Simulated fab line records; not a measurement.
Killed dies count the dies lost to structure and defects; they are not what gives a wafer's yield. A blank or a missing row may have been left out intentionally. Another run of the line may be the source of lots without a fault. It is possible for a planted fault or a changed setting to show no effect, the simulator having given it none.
Which tool did it? -- flow nand harc -- Sampling: 21 lots, 63 wafers, 6 of 1302 route steps

WHAT THE GAUGES SHOWED, per wafer
NHARC_P_GATE_CD_MEAS_59: the cd target is 720 nm.
lot,measured,on,cd nm (nm)
L074,day 5 16:14,cd sem-03,720.0 719.7 720.6
L075,day 6 02:49,cd sem-02,721.7 721.6 722.1
L076,day 6 15:13,cd sem-02,720.8 716.5 720.3
L077,day 6 18:25,cd sem-03,719.9 717.1 720.5
L078,day 7 19:22,cd sem-02,717.4 716.0 716.7
L079,day 7 17:36,cd sem-01,721.0 721.8 720.8
L081,day 8 19:00,cd sem-03,719.1 718.3 721.0
L082,day 8 23:56,cd sem-03,718.2 721.5 718.5
L083,day 9 10:01,cd sem-01,717.1 719.2 721.2
L085,day 10 15:19,cd sem-03,722.4 719.8 719.7
L086,day 10 09:19,cd sem-03,718.0 722.0 723.5
L087,day 11 07:16,cd sem-01,716.3 717.4 716.7
L088,day 11 18:09,cd sem-02,721.8 720.4 720.8
L089,day 11 16:04,cd sem-03,721.6 723.0 719.9
L090,day 12 14:08,cd sem-02,718.2 720.2 719.9
L091,day 12 15:50,cd sem-02,719.9 717.6 717.9
L092,day 13 03:06,cd sem-02,723.2 723.3 723.8
L093,day 13 10:07,cd sem-02,723.4 719.9 718.8
L095,day 14 08:43,cd sem-01,718.0 720.1 720.1
L096,day 14 23:26,cd sem-01,717.5 720.2 718.5
L097,day 15 08:10,cd sem-03,719.4 719.8 720.1

EACH LOT AND THE TOOL THAT RAN IT (in order: tool; ch and the chambers of the sampled wafers; start)
lot,NHARC_P_ZERO_WELL_ETCH_63,NHARC_P_GATE_DESCUM_31,NHARC_P_GATE_ETCH_104,NHARC_P_GATE_ETCH_114,NHARC_P_GATE_ETCHBACK_37
L074,"rie si-02 ch 0,2,3, day 1 22:01","rie diel-09 ch 1,2, day 5 02:42","rie diel-09 ch 0,1,3, day 5 02:47","rie diel-09 ch 1,2,3, day 5 16:14 or earlier","rie diel-09 ch 0,2,3, day 5 16:14 or earlier"
L075,"rie si-04 ch 2,3, day 2 07:39","rie diel-04 ch 0,1,2, day 5 13:07","rie diel-04 ch 1,2, day 5 13:11","rie diel-04 ch 0,1, day 6 02:49 or earlier","rie diel-03 ch 1,2, day 6 02:49 or earlier"
L076,"rie si-03 ch 1,2,3, day 2 17:31","rie diel-03 ch 1,2,3, day 6 01:50","rie diel-03 ch 0,1,2, day 6 01:55","rie diel-03 ch 0,1,2, day 6 15:13 or earlier","rie diel-03 ch 0,1,3, day 6 15:13 or earlier"
L077,"rie si-04 ch 0,2, day 3 03:53","rie diel-03 ch 0,2, day 6 04:50","rie diel-03 ch 0,1, day 6 04:55","rie diel-03 ch 1,2,3, day 6 18:25 or earlier","rie diel-09 ch 0,1,3, day 6 18:25 or earlier"
L078,"rie si-03 ch 0,1, day 3 14:32","rie diel-04 ch 1,2,3, day 6 23:30","rie diel-04 ch 2,3, day 6 23:35","rie diel-04 ch 1,3, day 7 19:22 or earlier","rie diel-09 ch 0,1, day 7 19:22 or earlier"
L079,"rie si-04 ch 2,3, day 3 23:40","rie diel-03 ch 0,3, day 7 03:58","rie diel-03 ch 0,2,3, day 7 04:03","rie diel-03 ch 0,1, day 7 17:36 or earlier","rie diel-03 ch 2,3, day 7 17:36 or earlier"
L081,"rie si-04 ch 0,2,3, day 4 19:39","rie diel-09 ch 0,2,3, day 8 03:02","rie diel-09 ch 0,1,2, day 8 03:08","rie diel-09 ch 1,2,3, day 8 19:00 or earlier","rie diel-03 ch 1,2,3, day 8 19:00 or earlier"
L082,"rie si-03 ch 1,3, day 5 05:47","rie diel-03 ch 1,2, day 8 10:23","rie diel-03 ch 0,1,3, day 8 10:28","rie diel-03 ch 0,1,3, day 8 23:56 or earlier","rie diel-09 ch 0,1,3, day 8 23:56 or earlier"
L083,"rie si-02 ch 0,1,2, day 5 15:50","rie diel-04 ch 0,3, day 8 20:29","rie diel-04 ch 0,1,2, day 8 20:35","rie diel-04 ch 0,1, day 9 10:01 or earlier","rie diel-03 ch 0,1, day 9 10:01 or earlier"
L085,"rie si-03 ch 1,2,3, day 6 11:39","rie diel-04 ch 2,3, day 9 19:29","rie diel-04 ch 1,3, day 9 19:34","rie diel-04 ch 0,2,3, day 10 15:19 or earlier","rie diel-04 ch 2,3, day 10 15:19 or earlier"
L086,"rie si-02 ch 1,2,3, day 6 22:14","rie diel-03 ch 2,3, day 9 19:55","rie diel-03 ch 2,3, day 9 19:59","rie diel-03 ch 0,1,3, day 10 09:19 or earlier","rie diel-04 ch 1,2,3, day 10 09:19 or earlier"
L087,"rie si-04 ch 0,1,3, day 7 07:36","rie diel-09 ch 0,2, day 10 15:38","rie diel-09 ch 1,2,3, day 10 15:43","rie diel-09 ch 0,2,3, day 11 07:16 or earlier","rie diel-03 ch 0,1,2, day 11 07:16 or earlier"
L088,"rie si-04 ch 1,3, day 7 17:39","rie diel-09 ch 2,3, day 11 04:20","rie diel-09 ch 0,1,2, day 11 04:25","rie diel-09 ch 1,2,3, day 11 18:09 or earlier","rie diel-09 ch 2,3, day 11 18:09 or earlier"
L089,"rie si-03 ch 0,1,3, day 8 03:52","rie diel-09 ch 0,1,2, day 11 02:40","rie diel-09 ch 0,1, day 11 02:44","rie diel-09 ch 0,1, day 11 16:04 or earlier","rie diel-03 ch 2,3, day 11 16:04 or earlier"
L090,"rie si-03 ch 0,3, day 8 13:39","rie diel-04 ch 0,2, day 11 22:35","rie diel-04 ch 0,1,2, day 11 22:41","rie diel-04 ch 1,2, day 12 14:08 or earlier","rie diel-03 ch 0,2, day 12 14:08 or earlier"
L091,"rie si-03 ch 1,2,3, day 8 23:41","rie diel-03 ch 0,1,2, day 12 02:23","rie diel-03 ch 0,1, day 12 02:29","rie diel-03 ch 0,1, day 12 15:50 or earlier","rie diel-04 ch 0,2,3, day 12 15:50 or earlier"
L092,"rie si-04 ch 1,2,3, day 9 09:41","rie diel-03 ch 0,2, day 12 13:27","rie diel-03 ch 0,1,2, day 12 13:32","rie diel-03 ch 1,3, day 13 03:06 or earlier","rie diel-04 ch 0,2,3, day 13 03:06 or earlier"
L093,"rie si-02 ch 0,3, day 9 20:10","rie diel-04 ch 1,3, day 12 20:06","rie diel-04 ch 2,3, day 12 20:11","rie diel-04 ch 0,1,3, day 13 10:07 or earlier","rie diel-04 ch 1,3, day 13 10:07 or earlier"
L095,"rie si-03 ch 0,1,2, day 10 15:46","rie diel-04 ch 0,1,2, day 13 19:11","rie diel-04 ch 0,2, day 13 19:16","rie diel-04 ch 2,3, day 14 08:43 or earlier","rie diel-04 ch 0,3, day 14 08:43 or earlier"
L096,"rie si-03 ch 0,2,3, day 11 01:36","rie diel-09 ch 0,1,2, day 14 03:35","rie diel-09 ch 1,2, day 14 03:39","rie diel-09 ch 0,1, day 14 23:26 or earlier","rie diel-09 ch 1,2, day 14 23:26 or earlier"
L097,"rie si-04 ch 0,1,3, day 11 11:44","rie diel-03 ch 1,2,3, day 14 18:38","rie diel-03 ch 1,2, day 14 18:43","rie diel-03 ch 1,2, day 15 08:10 or earlier","rie diel-04 ch 1,2, day 15 08:10 or earlier"
- NHARC_P_ZERO_WELL_ETCH_63: etches the open film in HBr/Cl2, target depth 120 nm, time 40.1 s.
- NHARC_P_GATE_DESCUM_31: chemistry O2, time 3 s.
- NHARC_P_GATE_ETCH_104: etches the open film in CF4/CHF3, target depth 60 nm.
- NHARC_P_GATE_ETCH_114: etches the open film in CF4/O2, target depth 30 nm, overetch 3 nm, time 16.5 s.
- NHARC_P_GATE_ETCHBACK_37: etches the open film in CHF3/O2, target depth 34.5 nm, time 17.2 s.

AS READ BY THE TOOLS THEMSELVES (means over the sampled wafers that have a number; for cases with no such wafer, the mark the record gives instead)
NHARC_P_ZERO_WELL_ETCH_63.
lot,tool,drypump motor current A (A),oes product au (a.u.),throttle valve pct (%)
L074,rie si-02,6.0,1.016,26.399
L075,rie si-04,6.1,0.992,26.404
L076,rie si-03,5.7,1.002,26.412
L077,rie si-04,5.2,1.003,26.406
L078,rie si-03,5.9,0.997,26.401
L079,rie si-04,5.6,1.008,26.411
L081,rie si-04,5.7,1.005,26.408
L082,rie si-03,5.7,0.994,26.406
L083,rie si-02,6.3,0.998,26.402
L085,rie si-03,5.8,0.999,26.406
L086,rie si-02,6.1,0.994,26.412
L087,rie si-04,5.6,1.011,26.401
L088,rie si-04,5.6,1.010,26.404
L089,rie si-03,5.8,0.999,26.411
L090,rie si-03,5.7,0.991,26.410
L091,rie si-03,5.8,0.993,26.406
L092,rie si-04,5.6,1.002,26.399
L093,rie si-02,5.6,0.989,26.410
L095,rie si-03,5.8,1.001,26.411
L096,rie si-03,5.7,0.998,26.399
L097,rie si-04,5.6,1.004,26.411

NHARC_P_GATE_DESCUM_31.
lot,tool,drypump motor current A (A),mfc ar sccm (sccm),oes product au (a.u.),rf vpp V (V),showerhead plenum p Torr (Torr),throttle valve pct (%)
L074,rie diel-09,4.9,0.020,1.005,57.9,1.82,11.314
L075,rie diel-04,5.5,0.008,0.991,56.6,1.88,11.319
L076,rie diel-03,6.0,0.027,0.991,58.4,1.89,11.305
L077,rie diel-03,5.6,0.011,0.991,58.9,1.95,11.304
L078,rie diel-04,5.5,0.001,0.989,57.4,1.83,11.312
L079,rie diel-03,5.9,0.007,0.997,57.8,1.86,11.313
L081,rie diel-09,5.5,0.025,0.995,57.9,1.89,11.309
L082,rie diel-03,6.0,0.034,0.994,58.1,1.93,11.316
L083,rie diel-04,5.5,0.007,0.989,58.0,1.90,11.307
L085,rie diel-04,5.4,0.001,0.991,57.2,1.83,11.314
L086,rie diel-03,6.1,0.018,0.998,58.3,1.86,11.315
L087,rie diel-09,5.3,0.035,0.993,57.9,1.87,11.309
L088,rie diel-09,5.3,0.020,1.004,57.3,1.84,11.324
L089,rie diel-09,5.2,0.025,1.001,57.8,1.87,11.316
L090,rie diel-04,5.6,0.016,1.015,57.9,1.95,11.305
L091,rie diel-03,5.9,0.024,0.989,57.9,1.94,11.305
L092,rie diel-03,5.6,0.011,0.996,57.1,1.95,11.308
L093,rie diel-04,5.5,0.000,0.991,57.9,1.83,11.317
L095,rie diel-04,5.6,0.008,1.000,57.5,1.88,11.315
L096,rie diel-09,5.2,0.025,0.991,57.0,1.87,11.317
L097,rie diel-03,6.1,0.027,0.994,57.1,1.89,11.316

NHARC_P_GATE_ETCH_104.
lot,tool,drypump motor current A (A),mfc ar sccm (sccm),oes product au (a.u.),rf vpp V (V),showerhead plenum p Torr (Torr),throttle valve pct (%)
L074,rie diel-09,5.5,0.015,0.935,370.0,1.55,16.795
L075,rie diel-04,5.4,0.002,0.914,369.3,1.50,16.810
L076,rie diel-03,5.8,0.024,0.960,371.1,1.59,16.795
L077,rie diel-03,5.9,0.026,0.950,371.1,1.59,16.802
L078,rie diel-04,5.4,0.001,0.978,368.5,1.51,16.805
L079,rie diel-03,5.8,0.014,0.952,370.2,1.57,16.804
L081,rie diel-09,5.2,0.025,0.916,369.3,1.54,16.808
L082,rie diel-03,5.9,0.017,0.925,370.4,1.56,16.807
L083,rie diel-04,5.6,0.008,0.962,369.9,1.55,16.802
L085,rie diel-04,5.5,0.000,0.911,368.6,1.51,16.791
L086,rie diel-03,6.0,0.025,0.931,369.5,1.57,16.806
L087,rie diel-09,5.2,0.010,0.918,369.0,1.51,16.802
L088,rie diel-09,5.2,0.025,0.920,369.2,1.54,16.805
L089,rie diel-09,5.5,0.030,0.914,371.0,1.58,16.805
L090,rie diel-04,5.6,0.008,0.929,370.0,1.55,16.802
L091,rie diel-03,5.6,0.013,0.938,370.8,1.59,16.807
L092,rie diel-03,5.8,0.024,0.915,371.2,1.59,16.807
L093,rie diel-04,5.3,0.002,0.969,368.1,1.50,16.804
L095,rie diel-04,5.5,0.009,0.968,370.0,1.55,16.804
L096,rie diel-09,4.9,0.020,0.968,368.6,1.50,16.817
L097,rie diel-03,6.0,0.037,0.961,371.3,1.58,16.796

NHARC_P_GATE_ETCH_114.
lot,tool,drypump motor current A (A),mfc ar sccm (sccm),oes product au (a.u.),rf vpp V (V),showerhead plenum p Torr (Torr),throttle valve pct (%)
L074,rie diel-09,5.2,0.010,1.003,196.0,1.28,13.398
L075,rie diel-04,5.7,0.015,0.999,198.8,1.36,13.391
L076,rie diel-03,5.8,0.024,0.990,198.1,1.35,13.388
L077,rie diel-03,6.1,0.027,0.997,196.7,1.32,13.397
L078,rie diel-04,5.5,0.000,0.990,196.6,1.28,13.396
L079,rie diel-03,5.9,0.026,0.998,198.1,1.35,13.395
L081,rie diel-09,5.2,0.010,0.994,196.6,1.28,13.406
L082,rie diel-03,5.9,0.017,0.997,197.6,1.32,13.390
L083,rie diel-04,5.6,0.007,0.994,197.8,1.31,13.392
L085,rie diel-04,5.5,0.008,0.992,197.5,1.32,13.401
L086,rie diel-03,5.8,0.017,0.992,197.3,1.32,13.386
L087,rie diel-09,5.6,0.025,0.994,197.1,1.32,13.395
L088,rie diel-09,5.2,0.010,0.996,196.5,1.28,13.409
L089,rie diel-09,5.5,0.030,0.989,198.0,1.34,13.399
L090,rie diel-04,5.5,0.001,0.991,196.3,1.27,13.396
L091,rie diel-03,5.6,0.013,0.990,198.5,1.35,13.398
L092,rie diel-03,6.1,0.020,0.984,196.9,1.29,13.394
L093,rie diel-04,5.6,0.007,0.995,197.5,1.32,13.399
L095,rie diel-04,5.4,0.001,0.991,196.7,1.28,13.397
L096,rie diel-09,5.1,0.015,0.990,197.0,1.30,13.389
L097,rie diel-03,6.0,0.037,0.995,198.5,1.34,13.402

NHARC_P_GATE_ETCHBACK_37.
lot,tool,drypump motor current A (A),mfc ar sccm (sccm),oes product au (a.u.),rf vpp V (V),showerhead plenum p Torr (Torr),throttle valve pct (%)
L074,rie diel-09,5.5,199.9,0.94,370.2,2.38,20.566
L075,rie diel-03,6.0,200.4,0.99,371.5,2.43,20.578
L076,rie diel-03,5.9,200.1,0.94,370.3,2.39,20.560
L077,rie diel-09,5.5,200.3,0.92,369.7,2.37,20.583
L078,rie diel-09,5.2,200.1,0.99,370.1,2.35,20.572
L079,rie diel-03,6.0,200.1,0.94,369.5,2.34,20.577
L081,rie diel-03,6.1,199.8,0.99,370.6,2.38,20.573
L082,rie diel-09,5.4,200.0,0.91,370.1,2.37,20.571
L083,rie diel-03,5.9,199.6,0.99,371.7,2.42,20.577
L085,rie diel-04,5.4,200.3,0.92,368.0,2.30,20.567
L086,rie diel-04,5.4,200.3,0.99,369.0,2.29,20.569
L087,rie diel-03,5.8,200.0,0.96,371.5,2.43,20.568
L088,rie diel-09,5.5,200.2,0.93,369.8,2.33,20.569
L089,rie diel-03,6.0,200.2,0.99,369.0,2.38,20.565
L090,rie diel-03,5.6,200.1,0.99,371.8,2.44,20.574
L091,rie diel-04,5.5,200.4,0.93,370.5,2.37,20.577
L092,rie diel-04,5.5,200.0,0.92,370.3,2.37,20.572
L093,rie diel-04,5.5,200.1,0.92,368.3,2.30,20.564
L095,rie diel-04,5.6,199.9,0.93,369.9,2.38,20.576
L096,rie diel-09,4.9,200.6,1.01,368.2,2.28,20.578
L097,rie diel-04,5.4,199.7,0.92,369.5,2.29,20.581

THE ANSWER, worked out from the rows above alone
Rule: what is usual is taken from the lots themselves. The widest of any qualifying gaps counts: lots, ordered by their means at a reading, are off when they make up no more than a third of the lots, leave a main group of 4 or more, and stand apart from it by 3 or more times the standard deviation of that group's means. A main group is skipped when, at the precision printed for the reading in the tables above, its means are all equal. A lot without any number at a reading at which 4 lots or more have one is off too. All remaining lots with rows at the step are treated as sound. After the gauges, taken in route order, come the tools' own readings; for these a lot's mean is taken, as printed above. The first step at which some lot is off is used, and at that step the reading that is off furthest; a lot without a number counts as furthest.
Across all readings shown, no lot is off: no conclusion can be drawn from this.

WHAT HAD BEEN PUT IN BY THE SIMULATOR
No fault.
